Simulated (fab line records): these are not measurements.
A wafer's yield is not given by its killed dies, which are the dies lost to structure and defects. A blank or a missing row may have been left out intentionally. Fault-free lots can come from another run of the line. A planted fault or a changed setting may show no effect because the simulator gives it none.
fab line records | flow nand-harc
[record] lots = 12 wafers = 36 last-day = 34
route steps=1302 shown A_STAIRCASE@639 END@1302
lots untouched by any fault: they come from a run of this same line in which no faults occurred
start-h: start of the lot's first displayed wafer, in hours after the record's first day | wait-h: how many hours have passed since the lot's step before this one | " identical to the entry in the row above | L1.1+2: one row covering several wafers at once | - no value present, or no start provided | * or withheld: withheld | < > ~ a bound
route shown NAME@n: names a module that has steps shown in the file, with the first one's number in the route | usual: mean/standard deviation of fault-free wafers | same: alike in all rows | chamber/n: place in a boat | sites: per-site readings | _std_site: the standard deviation of these | _edge_site: mean of outer sites minus mean of inner sites | radius-mm: for every site, how far away it sits from the centre of the wafer | mask NAME#n: copy n | behind: tool/chamber where the wafer was last shaped | hold: why the lot went on hold/how many hours it stayed there/how the hold came to an end | device: which transistor (n, p or np) failed to switch | end of line: the same wafers' tests at the end of the route | a step given without rows: its recipe and nothing more | killed: dies that structure and defects cost at the first sort, which is not the same as the wafer's yield | map: a wafer's dies, marking killed ones x, the rest . and places with no die _
set.NAME: setting as actually run; set.NAME@STEP: the setting as run at that earlier step | model.NAME: the simulator's own value behind a step, which no gauge read
steps of the route over a sample of lots; a table a step, a row a wafer
services: a tool's chamber out of use, with start hour (start-h, from the record's first day; less than 0 if before it), hours out, and reason
[[steps]]
[step NHARC_A_STAIRCASE_DEP_156]
[recipe] target-thk-a = 500 temp-c = 400 target-thk-nm = 50 flow-sccm = 200 rf-w = 450 material = SiNx
[usual] heater-power-w = 740/120
// columns lot.wafer tool chamber start-h wait-h heater-power-w
L897.3 pecvd-04 2 356.71 0.1 739
L897.1 " 0 " " 674
L897.6 " 1 " " 749
L898.1 pecvd-01 0 371.81 0.1 775
L898.2 " 1 " " 899
L898.5 " 1 " " 882
L901.2 pecvd-01 2 401.24 0.1 715
L901.4 " 1 " " 857
L901.6 " 2 " " 744
L904.2 pecvd-04 2 421.63 0.1 709
L904.4 " 1 " " 761
L904.5 " 2 " " 704
L906.1 pecvd-03 2 429.26 0.1 672
L906.3 " 0 " " 419
L906.4 " 1 " " 709
L905.2 pecvd-04 2 434.43 0.1 786
L905.6 " 2 " " 778
L905.4 " 0 " " 707
L913.2 pecvd-03 2 513.88 0.1 718
L913.3 " 0 " " 404
L913.4 " 2 " " 739
L914.3 pecvd-01 2 513.97 0.1 841
L914.5 " 0 " " 739
L914.6 " 2 " " 864
L915.3 pecvd-03 0 531.17 0.1 469
L915.6 " 2 " " 641
L915.5 " 0 " " 465
L918.3 pecvd-01 2 559.03 0.1 800
L918.2 " 0 " " 686
L918.5 " 0 " " 696
L919.3 pecvd-04 1 574.95 0.1 621
L919.2 " 2 " " 625
L919.1 " 0 " " 637
L920.2 pecvd-01 2 585.94 0.1 780
L920.6 " 2 " " 803
L920.4 " 1 " " 1003
[step NHARC_A_STAIRCASE_ETCH_170]
[recipe] target-depth-a = 2000 time-s = 66.667 ion-energy-ev = 250 c4f6-flow-sccm = 25 o2-flow-sccm = 20 ar-flow-sccm = 500 rf-w = 600 bias-w = 500 chemistry = C4F6/O2
[usual] bias-w = 500.0/1.5 c4f6-flow-sccm = 25.00/0.068 drypump-motor-current-A = 5.7/0.34 oes-product-au = 0.975/0.017 rf-vpp-V = 547/3.8 showerhead-plenum-p-Torr = 3.93/0.18 throttle-valve-pct = 26.903/0.0095
// columns lot.wafer tool chamber start-h wait-h bias-w c4f6-flow-sccm drypump-motor-current-A oes-product-au rf-hours-counter-h rf-vpp-V showerhead-plenum-p-Torr throttle-valve-pct
L897.1 rie-diel-13 2 - - 500.0 24.92 5.2 0.991 2 551 4.07 26.913
L897.3 " 0 " " 498.5 25.05 5.6 0.956 2 548 3.93 26.903
L897.6 " 1 " " 499.5 24.97 5.8 0.997 - 543 3.73 26.904
L898.1 rie-diel-09 2 - - 500.7 25.14 6.2 0.965 15 550 4.06 26.896
L898.2 " 0 " " 500.2 25.05 6.0 0.947 18 552 4.19 26.884
L898.5 " 1 " " 501.0 24.98 5.9 0.975 - 544 3.80 26.887
L901.2 rie-diel-09 1 - - 500.2 25.10 5.9 0.974 20 544 3.80 26.905
L901.4 " 2 " " 499.2 25.05 6.2 0.974 23 551 4.05 26.906
L901.6 " 1 " " 499.9 25.15 5.9 0.966 - 544 3.80 26.898
L904.4 rie-diel-04 3 - - 499.1 25.03 6.2 0.963 14 543 3.75 26.901
L904.2 " 2 " " 499.4 25.01 5.6 0.949 15 541 3.67 26.905
L904.5 " 0 " " 499.6 25.08 5.7 1.011 - 552 4.14 26.911
L906.1 rie-diel-13 2 - - 500.9 24.89 5.2 0.987 23 549 4.05 26.895
L906.4 " 3 " " 501.3 25.02 5.2 0.955 27 551 4.14 26.896
L906.3 " 1 " " 500.4 24.99 5.8 0.981 31 542 3.71 26.907
L905.2 rie-diel-09 3 - - 502.4 25.00 5.4 0.985 36 545 3.82 26.915
L905.6 " 1 " " 499.9 24.92 5.9 0.982 - 542 3.79 26.901
L905.4 " 3 " " 500.3 25.05 5.3 0.981 - 545 3.82 26.924
L913.4 rie-diel-04 3 - - 499.8 25.02 6.2 0.980 47 542 3.73 26.908
L913.3 " 0 " " 499.4 25.00 5.7 0.991 45 552 4.12 26.906
L913.2 " 1 " " 498.1 25.01 5.4 0.967 44 546 3.86 26.901
L914.3 rie-diel-04 2 - - 499.7 24.81 5.6 0.982 50 541 3.65 26.918
L914.6 " 3 " " 500.6 25.08 6.2 0.967 - 544 3.73 26.919
L914.5 " 0 " " 500.7 25.02 5.7 0.973 - 551 4.12 26.917
L915.3 rie-diel-13 2 - - 501.3 25.03 5.2 0.994 2 548 4.04 26.906
L915.6 " 0 " " 499.1 25.01 5.6 0.987 - 546 3.89 26.904
L915.5 " 1 " " 498.4 25.07 5.8 0.956 - 542 3.69 26.898
L918.2 rie-diel-04 2 - - 500.9 25.03 5.6 0.957 4 552 4.22 26.923
L918.3 " 3 " " 501.3 25.02 6.2 0.996 5 544 3.72 26.897
L918.5 " 2 " " 498.9 25.03 5.6 0.964 - 552 4.22 26.915
L919.1 rie-diel-04 2 - - 497.2 25.15 5.6 0.961 11 553 4.22 26.886
L919.3 " 3 " " 499.6 24.96 6.2 0.983 10 544 3.72 26.904
L919.2 " 0 " " 498.3 25.01 5.7 0.991 7 551 4.11 26.916
L920.4 rie-diel-09 3 - - 497.5 25.08 5.4 1.001 28 544 3.79 26.908
L920.2 " 0 " " 500.1 25.00 6.1 0.963 25 551 4.15 26.898
L920.6 " 3 " " 499.9 25.13 5.4 0.998 - 543 3.80 26.884
[step NHARC_A_STAIRCASE_ETCH_13]
[recipe] target-depth-a = 1000 time-s = 40.5 ion-energy-ev = 400 c4f8-flow-sccm = 20 o2-flow-sccm = 10 ar-flow-sccm = withheld rf-w = 600 bias-w = 1000 chemistry = C4F8/O2
[usual] bias-w = 1000.4/2.8 chamber-pressure-mTorr = 25.002/0.023 oes-product-au = 0.944/0.017 rf-vpp-V = 895/5.9
// columns lot.wafer tool chamber start-h wait-h bias-w chamber-pressure-mTorr oes-product-au rf-hours-counter-h rf-vpp-V
L897.1 rie-diel-09 2 359.66 - 1000.9 25.007 0.941 8 902
L897.3 " 0 " " 996.8 25.025 0.942 11 906
L897.6 " 2 " " 1000.4 24.998 0.950 - 900
L898.1 rie-diel-04 3 374.77 - 1000.2 24.995 0.942 0 890
L898.2 " 0 " " 1002.8 25.017 0.988 1 905
L898.5 " 1 " " 1005.7 25.040 0.946 - 895
L901.4 rie-diel-04 3 404.27 - 994.6 25.017 0.955 9 891
L901.2 " 0 " " 999.6 25.018 0.990 10 903
L901.6 " 3 " " 998.0 24.974 0.951 - 888
L904.2 rie-diel-09 2 424.72 - 1002.1 25.030 0.925 32 901
L904.4 " 0 " " 998.7 25.007 0.926 35 902
L904.5 " 1 " " 1000.6 25.032 0.943 - 892
L906.4 rie-diel-13 0 432.29 - 999.6 25.003 0.953 29 895
L906.1 " 1 " " 1000.4 24.993 0.966 31 888
L906.3 " 2 " " 1001.6 25.018 0.982 24 902
L905.2 rie-diel-04 0 437.69 - 997.6 24.980 0.963 19 903
L905.4 " 1 " " 996.7 25.030 0.931 16 894
L905.6 " 0 " " 998.3 25.010 0.971 - 903
L913.3 rie-diel-04 3 520.08 - - - - - -
L913.2 " 0 " " - - - - -
L913.4 " 2 " " - - - - -
L914.3 rie-diel-09 1 520.25 - - - - - -
L914.5 " 0 " " - - - - -
L914.6 " 1 " " - - - - -
L915.3 rie-diel-09 1 534.28 - - - - - -
L915.5 " 0 " " - - - - -
L915.6 " 1 " " - - - - -
L918.3 rie-diel-04 2 561.81 - 997.1 25.002 0.925 4 905
L918.2 " 1 " " 999.2 25.034 0.905 5 894
L918.5 " 1 " " 998.0 25.006 0.908 - 893
L919.2 rie-diel-09 1 577.87 - 995.0 24.991 0.928 22 892
L919.1 " 2 " " 1005.1 24.991 0.925 25 900
L919.3 " 3 " " 1003.6 24.992 0.974 26 892
L920.2 rie-diel-13 0 588.96 - 1000.4 25.034 0.961 21 894
L920.6 " 0 " " 1003.6 24.965 0.950 - 895
L920.4 " 2 " " 1001.0 25.023 0.961 - 900
[step NHARC_A_STAIRCASE_ETCH_23]
[recipe] target-depth-a = 1000 time-s = 40.5 ion-energy-ev = 400 c4f8-flow-sccm = 20 o2-flow-sccm = 10 ar-flow-sccm = withheld rf-w = 600 bias-w = 1000 chemistry = C4F8/O2
[usual] bias-w = 1000.3/2.8 chamber-pressure-mTorr = 25.000/0.021 oes-product-au = 0.943/0.018 rf-vpp-V = 896/5.9
// columns lot.wafer tool chamber start-h wait-h bias-w chamber-pressure-mTorr oes-product-au rf-hours-counter-h rf-vpp-V
L897.3 rie-diel-09 0 - - 1007.7 24.988 0.924 12 904
L897.1 " 2 " " 1005.3 24.992 0.933 9 901
L897.6 " 2 " " 1000.2 25.006 0.938 - 901
L898.1 rie-diel-04 3 - - 999.0 25.010 0.934 1 890
L898.2 " 0 " " 999.4 25.020 0.966 1 903
L898.5 " 2 " " 995.0 25.017 0.924 - 887
L901.2 rie-diel-13 2 - - 998.4 24.989 0.972 14 901
L901.4 " 3 " " 1002.2 25.034 0.931 20 903
L901.6 " 1 " " 995.5 25.019 0.964 - 889
L904.4 rie-diel-13 3 - - 1002.7 25.002 0.911 26 903
L904.2 " 1 " " 1001.2 24.967 0.928 30 889
L904.5 " 3 " " 1002.6 25.039 0.916 - 903
L906.1 rie-diel-04 0 - - 1000.2 24.998 0.977 17 903
L906.4 " 1 " " 1002.3 25.001 0.933 15 893
L906.3 " 2 " " 1004.5 25.013 0.941 19 887
L905.2 rie-diel-09 1 - - 1000.1 25.021 0.948 33 892
L905.4 " 3 " " 1004.7 24.988 0.966 37 893
L905.6 " 1 " " 1002.1 25.013 0.950 - 892
L913.4 rie-diel-09 3 - - 998.1 25.004 0.954 7 892
L913.2 " 0 " " 1003.1 24.979 0.919 5 906
L913.3 " 1 " " 999.8 24.981 0.907 4 891
L914.3 rie-diel-09 3 - - 996.1 24.985 0.965 7 893
L914.6 " 3 " " 997.4 25.036 0.960 - 892
L914.5 " 0 " " 1005.7 25.013 0.930 - 905
L915.3 rie-diel-09 1 - - 999.7 25.029 0.915 9 889
L915.5 " 0 " " 1004.4 24.950 0.910 - 903
L915.6 " 1 " " 1002.1 24.969 0.911 - 891
L918.3 rie-diel-04 3 - - 1000.1 25.016 0.950 6 891
L918.2 " 1 " " 1000.7 24.987 0.929 5 894
L918.5 " 2 " " 999.8 24.969 0.936 - 907
L919.1 rie-diel-09 1 - - 999.8 25.023 0.911 22 890
L919.3 " 2 " " 999.3 24.995 0.903 26 901
L919.2 " 0 " " 995.5 25.032 0.915 23 903
L920.2 rie-diel-13 2 - - 1001.9 24.998 0.953 24 898
L920.6 " 0 " " 1000.6 24.957 0.943 - 895
L920.4 " 1 " " 999.3 24.980 0.923 - 887
[step NHARC_END_SORT_01]
[recipe] temp-c = 25
[usual] killed-at-array = 54/17 killed-at-other = 0.7/1 killed-at-periphery = 3.7/2.9 killed-dies = 58/16 killed-open = 3.2/1.9 killed-short = 2.2/1.5
[same] gross-dies = 677
// columns lot.wafer tool chamber start-h wait-h killed-at-array killed-at-other killed-at-periphery killed-dies killed-open killed-short
L913.2 prober-02 0 727.56 2.8 674 1 2 677 1 2
L913.3 prober-02 0 728.36 3.1 676 0 1 677 2 5
L913.4 prober-02 0 729.17 3.4 674 2 1 677 1 4
L914.3 prober-01 0 728.34 3.1 674 0 3 677 2 1
L914.5 prober-01 0 729.94 3.7 671 0 6 677 4 5
L914.6 prober-01 0 730.74 4.0 665 0 12 677 7 1
L915.3 prober-01 0 737.67 3.1 675 0 2 677 4 2
L915.5 prober-01 0 739.24 3.7 675 0 2 677 0 2
L915.6 prober-01 0 740.03 3.9 675 0 2 677 3 1
// killed by level:class
L913.2 A_STAIRCASE:area-etch=634 A_CHANNEL_HOLE_D1:chamber-film-flake=26 A_SLIT:chamber-film-flake=5 A_WL_FILL:chamber-film-flake=3 P_M0:geometric-particle:short=1 A_ONON_D1:geometric-particle:short=1 A_M0:geometric-particle:open=1 P_BONDPAD:chamber-film-flake=1
L914.3 A_STAIRCASE:area-etch=624 A_SLIT:chamber-film-flake=15 A_CHANNEL_HOLE_D1:chamber-film-flake=9 A_CONTACT:chamber-film-flake=9 A_CHANNEL_HOLE_D2:chamber-film-flake=8 A_STAIRCASE:chamber-film-flake=7 P_CONTACT:geometric-particle:open=1 P_M0:geometric-particle:short=1
L913.3 A_STAIRCASE:area-etch=622 A_CHANNEL_HOLE_D1:chamber-film-flake=37 A_STAIRCASE:chamber-film-flake=4 A_SGD_CUT:chamber-film-flake=2 A_CONTACT:chamber-film-flake=2 P_CONTACT:geometric-particle:short=1 A_SOURCE_PLATE:geometric-particle:short=1 A_ONON_D1:geometric-particle:open=1
L913.4 A_STAIRCASE:area-etch=625 A_CHANNEL_HOLE_D1:chamber-film-flake=36 A_SLIT:chamber-film-flake=3 A_CONTACT:chamber-film-flake=2 A_BLC:chamber-film-flake=2 THIN_TSV:chamber-film-flake=2 P_M0:geometric-particle:short=1 A_ONON_D1:geometric-particle:short=1
L914.5 A_STAIRCASE:area-etch=612 A_CHANNEL_HOLE_D2:chamber-film-flake=18 A_SLIT:chamber-film-flake=15 A_CONTACT:chamber-film-flake=6 A_CHANNEL_HOLE_D1:chamber-film-flake=5 A_STAIRCASE:chamber-film-flake=4 A_CHANNEL_FILL_D2:chamber-film-flake=3 A_WL_FILL:geometric-particle:short=2
L914.6 A_STAIRCASE:area-etch=594 A_SLIT:chamber-film-flake=26 A_CHANNEL_HOLE_D2:chamber-film-flake=15 A_CONTACT:chamber-film-flake=10 A_CHANNEL_HOLE_D1:chamber-film-flake=6 A_STAIRCASE:chamber-film-flake=5 P_GATE:chamber-film-flake=4 P_ZERO_WELL:chamber-film-flake=3
L915.3 A_STAIRCASE:area-etch=600 A_CHANNEL_HOLE_D1:chamber-film-flake=28 A_CHANNEL_HOLE_D2:chamber-film-flake=20 A_SLIT:chamber-film-flake=15 A_SGD_CUT:chamber-film-flake=4 A_CHANNEL_FILL_D1:chamber-film-flake=2 P_GATE:geometric-particle:open=1 A_ONON_D1:geometric-particle:open=1
L915.5 A_STAIRCASE:area-etch=608 A_CHANNEL_HOLE_D1:chamber-film-flake=27 A_SLIT:chamber-film-flake=15 A_CHANNEL_HOLE_D2:chamber-film-flake=8 A_SGD_CUT:chamber-film-flake=5 A_CONTACT:chamber-film-flake=4 A_CHANNEL_FILL_D1:chamber-film-flake=2 A_WL_FILL:chamber-film-flake=2
L915.6 A_STAIRCASE:area-etch=592 A_CHANNEL_HOLE_D1:chamber-film-flake=30 A_SLIT:chamber-film-flake=22 A_CHANNEL_HOLE_D2:chamber-film-flake=16 A_CONTACT:chamber-film-flake=6 A_SGD_CUT:chamber-film-flake=3 A_WL_FILL:chamber-film-flake=3 P_M0:geometric-particle:open=1
[[services]]
// columns tool chamber start-h hours kind
pecvd-04 - 335.05 0.7 repair
rie-diel-13 - 342.16 9.0 pm
rie-diel-04 2 347.03 6.0 repair
rie-diel-04 0 353.25 1.8 repair
rie-diel-04 3 353.40 8.5 repair
rie-diel-09 0 353.77 - clean
rie-diel-09 1 353.77 - clean
rie-diel-09 2 353.77 - clean
rie-diel-09 1 356.47 11.1 repair
rie-diel-04 - 357.14 9.0 pm
pecvd-03 - 366.00 13.0 pm
pecvd-03 - 383.98 0.8 repair
rie-diel-13 2 384.14 13.5 repair
rie-diel-09 1 399.58 2.5 repair
rie-diel-09 1 443.80 8.7 repair
pecvd-04 - 450.03 13.0 pm
pecvd-04 2 472.90 3.7 repair
pecvd-01 - 492.10 13.0 pm
rie-diel-09 - 497.14 9.0 pm
rie-diel-13 - 519.23 9.0 pm
rie-diel-04 - 534.14 9.0 pm
rie-diel-13 0 543.73 4.0 repair
pecvd-03 - 547.00 13.0 pm
pecvd-04 1 576.16 2.4 repair
[[key]]
[first-sign] step = NHARC_A_STAIRCASE_ETCH_13 reading = tool-record direction = missing
[effect] step = NHARC_END_SORT_01 reading = killed-dies direction = up sigmas = 38 usual = 58 struck = 677
[more-kills-born-at] NHARC_A_STAIRCASE_ETCH_13@rie-diel-09 = 3630 NHARC_A_STAIRCASE_ETCH_13@rie-diel-04 = 1882
met-at NHARC_A_STAIRCASE_ETCH_13
struck-lots L913,L914,L915
later-rows-left-out L913.2,L913.3,L913.4,L914.3,L914.5,L914.6,L915.3,L915.5,L915.6
tester-left-out L913,L914,L915
not-acting-at NHARC_A_STAIRCASE_DEP_156,NHARC_A_STAIRCASE_ETCH_170,NHARC_A_STAIRCASE_ETCH_23
onset-between 437.69 520.08
[fault] kind = skipped-step-whole tool = rie-diel-04,rie-diel-09 chamber = - onset-h = 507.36 steps = NHARC_A_STAIRCASE_ETCH_13 scope = struck-lots-only
// tester-left-out: of these lots the tester's yield and bins aren't shown, on N5 and GAA mostly nor the transistor test; their killed dies are dies lost to structure and defects alone, not to doping, threshold or leakage, so they don't give the yield
// later-rows-left-out: the simulator's readings of these wafers behind a module that went badly wrong aren't trusted and aren't shown, but for the sort
